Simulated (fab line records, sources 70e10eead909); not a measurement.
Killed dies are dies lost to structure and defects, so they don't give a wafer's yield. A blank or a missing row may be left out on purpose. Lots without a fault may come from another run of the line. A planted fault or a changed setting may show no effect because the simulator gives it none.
Chamber matching | flow nand_harc | NHARC_P_CONTACT_CMP_01 on cmp-03: 4 sister chambers
The step polishes SiO2, target thk 200 nm. 4 wafers are shown with their chamber, then 7 later ones without.

WAFERS WITH THEIR CHAMBER
wafer  | chamber | motor_current_A (A)
L937.2 | 0       | 11.6
L938.6 | 2       | 12.7
L943.1 | 3       | 11.4
L943.4 | 1       | 13.2

WAFERS WITHOUT THEIR CHAMBER
wafer  | motor_current_A (A)
L943.6 | 13.5
L944.1 | 12.7
L944.5 | 11.7
L944.6 | 11.2
L955.1 | 11.6
L955.2 | 13.6
L955.4 | 12.6

WHICH CHAMBER EACH WENT THROUGH
wafer  | from the rows above     | in truth
L943.6 | 1                       | 1
L944.1 | 2                       | 2
L944.5 | can't be placed: 0 or 3 | 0
L944.6 | can't be placed: 3 or 0 | 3
L955.1 | can't be placed: 0 or 3 | 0
L955.2 | 1                       | 1
L955.4 | 2                       | 2
Placed correctly: 4 of 7. Can't be placed from these rows: 3 (the true chamber is among the candidates in 3). Placed wrongly: 0.
How it was worked out, from the rows above alone: a wafer's distance from a chamber is the root of the sum, over the readings, of the square of ((its reading less the chamber's mean) divided by the reading's scatter). The wafer belongs to the nearest chamber; if the next one is less than 2 further off, it can't be placed. A chamber's mean is the mean of its shown wafers. The scatter: with one shown wafer a chamber, the root of the mean of the squares of how far each hidden wafer lies from its nearest shown one.
